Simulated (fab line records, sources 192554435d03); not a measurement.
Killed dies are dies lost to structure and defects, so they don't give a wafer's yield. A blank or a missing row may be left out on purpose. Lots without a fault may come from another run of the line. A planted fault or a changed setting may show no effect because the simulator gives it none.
Which tool did it? | flow n5_finfet | 11 lots, 33 wafers sampled, at 3 steps of a route of 1938

WHAT THE GAUGES READ, wafer by wafer
N5_DUMMY_GATE_OVL_MEAS_16.
lot  | measured    | on         | GATE_OVL (nm)
L075 | day 3 02:50 | overlay-01 | -0.3 -0.1 -0.3
L077 | day 3 15:20 | overlay-01 | 0.5 -0.4 1.1
L079 | day 4 04:54 | overlay-01 | 0.4 -0.5 -0.6
L081 | day 4 16:21 | overlay-02 | 0.3 -0.9 -0.4
L084 | day 5 13:38 | overlay-02 | 0.0 -0.3 -1.4
L086 | day 6 01:59 | overlay-01 | 0.2 0.7 0.1
L088 | day 6 09:54 | overlay-01 | 0.0 0.0 0.5
L090 | day 6 22:08 | overlay-02 | 0.5 0.2 -0.5
L092 | day 7 08:42 | overlay-01 | -0.5 0.2 -1.0
L094 | day 7 20:44 | overlay-01 | -0.3 -0.5 0.0
L096 | day 8 08:53 | overlay-01 | 0.7 -0.2 0.1

WHICH TOOL RAN EACH LOT (tool, then ch and the chambers of the sampled wafers, then the start)
lot  | N5_STI_FIN_REVEAL_ALD_00         | N5_STI_FIN_REVEAL_CMP_04
L075 | ald_sin-03 ch 1,2,3, day 2 09:32 | cmp-04 ch 0,1,3, day 2 14:38
L077 | ald_sin-01 ch 0,1,2, day 2 21:51 | cmp-01 ch 0,1,2, day 3 02:56
L079 | ald_sin-01 ch 0,2,3, day 3 11:28 | cmp-03 ch 0,2,3, day 3 16:38
L081 | ald_sin-02 ch 0,2, day 3 22:53   | cmp-03 ch 0,1,2, day 4 03:59
L084 | ald_sin-03 ch 0,1,2, day 4 17:35 | cmp-04 ch 0,1, day 4 22:40
L086 | ald_sin-01 ch 2,3, day 5 06:19   | cmp-04 ch 2,3, day 5 11:39
L088 | ald_sin-02 ch 1,2, day 5 15:37   | cmp-01 ch 2,3, day 5 20:45
L090 | ald_sin-02 ch 0,1, day 6 04:46   | cmp-01 ch 0,1,2, day 6 09:53
L092 | ald_sin-03 ch 0,1,3, day 6 15:14 | cmp-04 ch 0,1,2, day 6 20:21
L094 | ald_sin-02 ch 0,1,2, day 7 03:17 | cmp-01 ch 0,1,3, day 7 08:23
L096 | ald_sin-03 ch 0,3, day 7 15:32   | cmp-01 ch 2,3, day 7 20:40
- N5_STI_FIN_REVEAL_ALD_00: deposits SiO2, target thk 1 nm, pulse time 1 s.
- N5_STI_FIN_REVEAL_CMP_04: polishes, stops on Si3N4, t overpolish 4 s, target thk 131.83 nm.

THE ANSWER, worked out from the rows above alone
Rule: what is usual is taken from the lots themselves. Put in order of their means at a reading, lots are off if they are a third of the lots or fewer, leave a main group of 4 or more, and stand apart from it by a gap of 3 or more times the standard deviation of the main group's means; of several such gaps the widest counts. A main group whose means are all the same, to the digits that the tables above print for the reading, isn't used. A lot without any number at a reading at which 4 lots or more have one is off too. The other lots that the step has rows for count as sound.
No lot is off at any reading shown: from this, nothing can be told.

WHAT THE SIMULATOR HAD PUT IN
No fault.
